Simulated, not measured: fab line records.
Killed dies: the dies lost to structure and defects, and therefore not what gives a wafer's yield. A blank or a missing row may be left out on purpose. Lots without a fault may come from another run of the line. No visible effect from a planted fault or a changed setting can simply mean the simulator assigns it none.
What tool caused it? | flow n5_finfet | Sampling: 24 lots, 72 wafers, 4 of 1938 route steps

## WHAT EACH GAUGE READ, for each wafer
N5_BEOL_M15_OVL_MEAS_11.
lot  | measured     | on         | V14_OVL (nm)
L074 | day 11 11:40 | overlay-02 | 1 -5 -4
L075 | day 11 16:07 | overlay-01 | -2 -7 10
L076 | day 12 01:01 | overlay-02 | 17 -3 2
L080 | day 12 20:13 | overlay-02 | -9 -10 -15
L079 | day 13 03:26 | overlay-02 | 1 11 3
L078 | day 13 07:27 | overlay-02 | -3 -1 -8
L083 | day 13 09:30 | overlay-02 | 4 -4 1
L077 | day 13 14:14 | overlay-01 | -4 -6 -10
L082 | day 13 14:32 | overlay-02 | 1 -6 -9
L081 | day 13 16:44 | overlay-02 | -1 -1 -4
L084 | day 14 08:52 | overlay-02 | -14 -5 -15
L085 | day 14 20:11 | overlay-01 | -2 -4 -5
L086 | day 14 20:21 | overlay-01 | -4 7 -5
L088 | day 15 03:48 | overlay-01 | -4 -1 -12
L087 | day 15 08:41 | overlay-02 | 1 -4 -3
L089 | day 15 21:13 | overlay-02 | 9 4 7
L091 | day 16 06:05 | overlay-01 | -6 0 -5
L090 | day 16 06:34 | overlay-01 | -2 -9 4
L092 | day 16 07:00 | overlay-02 | -5 -6 -5
L093 | day 16 15:43 | overlay-01 | -6 -14 -8
L095 | day 17 02:13 | overlay-01 | -8 -2 1
L094 | day 17 04:29 | overlay-02 | 5 5 9
L096 | day 17 16:26 | overlay-02 | -13 -4 -2
L097 | day 17 16:55 | overlay-01 | 0 -4 3

N5_BEOL_M15_CD_MEAS_28: target cd 407.6 nm.
lot  | measured     | on        | cd_nm (nm)
L074 | day 11 13:53 | cd_sem-01 | 409.5 409.8 411.3
L075 | day 11 17:44 | cd_sem-02 | 404.9 409.5 407.9
L076 | day 12 02:55 | cd_sem-02 | 409.4 410.9 408.3
L080 | day 12 21:43 | cd_sem-02 | 408.7 408.7 408.7
L079 | day 13 05:03 | cd_sem-01 | 410.2 410.3 411.1
L078 | day 13 09:17 | cd_sem-01 | 409.7 410.7 411.7
L083 | day 13 10:56 | cd_sem-01 | 407.8 408.5 409.7
L077 | day 13 16:04 | cd_sem-01 | 410.4 411.3 409.2
L082 | day 13 16:25 | cd_sem-02 | 410.3 408.2 406.6
L081 | day 13 18:24 | cd_sem-02 | 410.1 410.5 409.2
L084 | day 14 10:26 | cd_sem-03 | 405.2 408.2 407.2
L085 | day 14 21:58 | cd_sem-02 | 409.8 406.9 408.9
L086 | day 14 23:10 | cd_sem-03 | 407.5 407.1 409.9
L088 | day 15 06:04 | cd_sem-03 | 407.3 405.8 406.6
L087 | day 15 10:19 | cd_sem-01 | 409.8 408.3 407.9
L089 | day 15 22:38 | cd_sem-01 | 408.1 408.6 409.6
L091 | day 16 07:46 | cd_sem-03 | 407.9 408.6 408.0
L090 | day 16 08:11 | cd_sem-02 | 408.5 407.3 405.6
L092 | day 16 08:45 | cd_sem-02 | 407.4 409.0 405.4
L093 | day 16 17:17 | cd_sem-03 | 407.2 408.0 407.0
L095 | day 17 03:39 | cd_sem-01 | 403.9 408.4 408.2
L094 | day 17 06:42 | cd_sem-02 | 408.6 407.9 406.7
L096 | day 17 17:59 | cd_sem-03 | 406.3 411.8 410.0
L097 | day 17 18:21 | cd_sem-01 | 409.1 407.0 410.7

## EACH LOT AND THE TOOL THAT RAN IT (in order: tool; ch and the chambers of the sampled wafers; start)
lot  | N5_BEOL_M14_STRIP_37               | N5_BEOL_M14_SPUTTER_45
L074 | rie_diel-04 ch 0,1,3, day 11 08:35 | pvd_sputter-01, day 11 09:49
L075 | rie_diel-04 ch 2,3, day 11 12:47   | pvd_sputter-03, day 11 13:52
L076 | rie_diel-03 ch 2,3, day 11 22:23   | pvd_sputter-03, day 11 23:05
L080 | rie_diel-04 ch 0,1,2, day 12 17:24 | pvd_sputter-02, day 12 18:25
L079 | rie_diel-03 ch 0,3, day 12 21:37   | pvd_sputter-03, day 13 01:38
L078 | rie_diel-04 ch 0,1,3, day 13 04:49 | pvd_sputter-01, day 13 05:39
L083 | rie_diel-02 ch 0,1,3, day 13 06:44 | pvd_sputter-03, day 13 07:48
L077 | rie_diel-02 ch 1,2,3, day 13 11:40 | pvd_sputter-03, day 13 12:19
L082 | rie_diel-02 ch 1,2,3, day 13 11:55 | pvd_sputter-03, day 13 12:38
L081 | rie_diel-04 ch 0,1,2, day 13 14:06 | pvd_sputter-02, day 13 14:56
L084 | rie_diel-04 ch 0,1,3, day 14 06:17 | pvd_sputter-03, day 14 07:10
L085 | rie_diel-03 ch 0,2, day 14 17:28   | pvd_sputter-02, day 14 18:20
L086 | rie_diel-04 ch 0,2,3, day 14 17:31 | pvd_sputter-01, day 14 18:29
L088 | rie_diel-03 ch 1,2,3, day 15 01:22 | pvd_sputter-02, day 15 01:52
L087 | rie_diel-02 ch 0,2,3, day 15 06:23 | pvd_sputter-02, day 15 06:53
L089 | rie_diel-02 ch 0,1,3, day 15 18:39 | pvd_sputter-03, day 15 19:25
L091 | rie_diel-03 ch 2,3, day 16 03:24   | pvd_sputter-03, day 16 04:07
L090 | rie_diel-04 ch 2,3, day 16 04:16   | pvd_sputter-02, day 16 04:46
L092 | rie_diel-02 ch 1,3, day 16 04:37   | pvd_sputter-02, day 16 05:19
L093 | rie_diel-02 ch 0,1, day 16 12:12   | pvd_sputter-01, day 16 14:03
L095 | rie_diel-04 ch 0,1,3, day 16 23:29 | pvd_sputter-01, day 17 00:30
L094 | rie_diel-03 ch 1,3, day 17 02:07   | pvd_sputter-01, day 17 02:37
L096 | rie_diel-03 ch 0,1,2, day 17 13:50 | pvd_sputter-01, day 17 14:38
L097 | rie_diel-02 ch 1,3, day 17 14:19   | pvd_sputter-02, day 17 14:51
- N5_BEOL_M14_STRIP_37: strips in O2.
- N5_BEOL_M14_SPUTTER_45: material Cu, target thk 100 nm, time 16.67 s.

## WHAT THE TOOLS THEMSELVES READ (means of the sampled wafers that have a number; where no wafer has one, the mark that the record gives instead)
N5_BEOL_M14_STRIP_37.
lot  | tool        | drypump_motor_current_A (A) | oes_product_au (a.u.) | rf_vpp_V (V) | showerhead_plenum_p_Torr (Torr) | throttle_valve_pct (%)
L074 | rie_diel-04 | 6.5                         | 0.89                  | 4.1          | 2.14                            | 16.57
L075 | rie_diel-04 | 6.1                         | 0.90                  | 3.9          | 2.16                            | 16.63
L076 | rie_diel-03 | 5.6                         | 0.85                  | 2.8          | 2.19                            | 16.51
L080 | rie_diel-04 | 6.2                         | 0.91                  | 3.2          | 2.17                            | 16.48
L079 | rie_diel-03 | 5.6                         | 0.76                  | 4.9          | 2.12                            | 16.56
L078 | rie_diel-04 | 6.5                         | 0.86                  | 4.1          | 2.14                            | 16.61
L083 | rie_diel-02 | 5.7                         | 0.79                  | 3.3          | 2.06                            | 16.57
L077 | rie_diel-02 | 5.7                         | 0.87                  | 3.6          | 2.12                            | 16.55
L082 | rie_diel-02 | 5.7                         | 0.87                  | 3.9          | 2.12                            | 16.54
L081 | rie_diel-04 | 6.2                         | 0.90                  | 4.2          | 2.17                            | 16.50
L084 | rie_diel-04 | 6.5                         | 0.85                  | 3.7          | 2.13                            | 16.63
L085 | rie_diel-03 | 5.5                         | 0.74                  | 3.1          | 2.08                            | 16.56
L086 | rie_diel-04 | 6.2                         | 0.85                  | 4.0          | 2.19                            | 16.62
L088 | rie_diel-03 | 5.5                         | 0.80                  | 3.4          | 2.14                            | 16.57
L087 | rie_diel-02 | 5.4                         | 0.86                  | 2.9          | 2.16                            | 16.58
L089 | rie_diel-02 | 5.7                         | 0.84                  | 4.2          | 2.15                            | 16.43
L091 | rie_diel-03 | 5.5                         | 0.78                  | 5.1          | 2.13                            | 16.56
L090 | rie_diel-04 | 5.9                         | 0.87                  | 4.4          | 2.19                            | 16.56
L092 | rie_diel-02 | 5.8                         | 0.74                  | 2.9          | 2.08                            | 16.64
L093 | rie_diel-02 | 5.9                         | 0.89                  | 3.8          | 2.17                            | 16.27
L095 | rie_diel-04 | 6.5                         | 0.82                  | 3.3          | 2.13                            | 16.65
L094 | rie_diel-03 | 5.4                         | 0.79                  | 4.6          | 2.14                            | 16.60
L096 | rie_diel-03 | 5.4                         | 0.79                  | 4.2          | 2.08                            | 16.42
L097 | rie_diel-02 | 6.0                         | 0.90                  | 3.8          | 2.10                            | 16.31

N5_BEOL_M14_SPUTTER_45.
lot  | tool           | chuck_gas_flow_sccm (sccm) | susceptor_temp_C (C) | throttle_valve_pct (%)
L074 | pvd_sputter-01 | 1.26                       | -20.07               | 30.0
L075 | pvd_sputter-03 | 1.32                       | -19.86               | 29.0
L076 | pvd_sputter-03 | 1.23                       | -20.01               | 29.9
L080 | pvd_sputter-02 | 1.23                       | -19.91               | 30.4
L079 | pvd_sputter-03 | 1.32                       | -20.00               | 29.9
L078 | pvd_sputter-01 | 1.27                       | -19.98               | 30.6
L083 | pvd_sputter-03 | 1.24                       | -20.02               | 29.7
L077 | pvd_sputter-03 | 1.27                       | -20.01               | 30.1
L082 | pvd_sputter-03 | 1.21                       | -19.91               | 29.4
L081 | pvd_sputter-02 | 1.25                       | -19.98               | 30.5
L084 | pvd_sputter-03 | 1.22                       | -20.00               | 28.8
L085 | pvd_sputter-02 | 1.24                       | -19.92               | 30.9
L086 | pvd_sputter-01 | 1.25                       | -19.97               | 29.3
L088 | pvd_sputter-02 | 1.28                       | -19.93               | 30.6
L087 | pvd_sputter-02 | 1.26                       | -19.98               | 29.7
L089 | pvd_sputter-03 | 1.23                       | -19.98               | 29.0
L091 | pvd_sputter-03 | 1.24                       | -19.99               | 28.9
L090 | pvd_sputter-02 | 1.20                       | -20.02               | 31.6
L092 | pvd_sputter-02 | 1.26                       | -20.07               | 31.0
L093 | pvd_sputter-01 | 1.27                       | -19.98               | 30.2
L095 | pvd_sputter-01 | 1.23                       | -20.07               | 29.4
L094 | pvd_sputter-01 | 1.24                       | -20.06               | 30.0
L096 | pvd_sputter-01 | 1.27                       | -20.02               | 30.6
L097 | pvd_sputter-02 | 1.25                       | -19.95               | 29.5

## THE ANSWER, worked out from the rows above alone
Rule: the usual values come from the lots themselves. The widest of any qualifying gaps counts: lots, ordered by their means at a reading, are off when they make up no more than a third of the lots, leave a main group of 4 or more, and stand apart from it by 3 or more times the standard deviation of that group's means. Not used: any main group whose means are identical at the precision the tables above print for the reading. Also off: a lot with no number at a reading for which 4 or more lots have one. Where the step has rows for the other lots, those lots are counted as sound. After the gauges, taken in route order, come the tools' own readings; for these a lot's mean is taken, as printed above. At the first step where some lot is off, the reading lying furthest off is the one used; lots without a number count as furthest.
No lot is off on any of the readings shown, so nothing can be concluded from this.

## WHAT THE SIMULATOR HAD PUT IN
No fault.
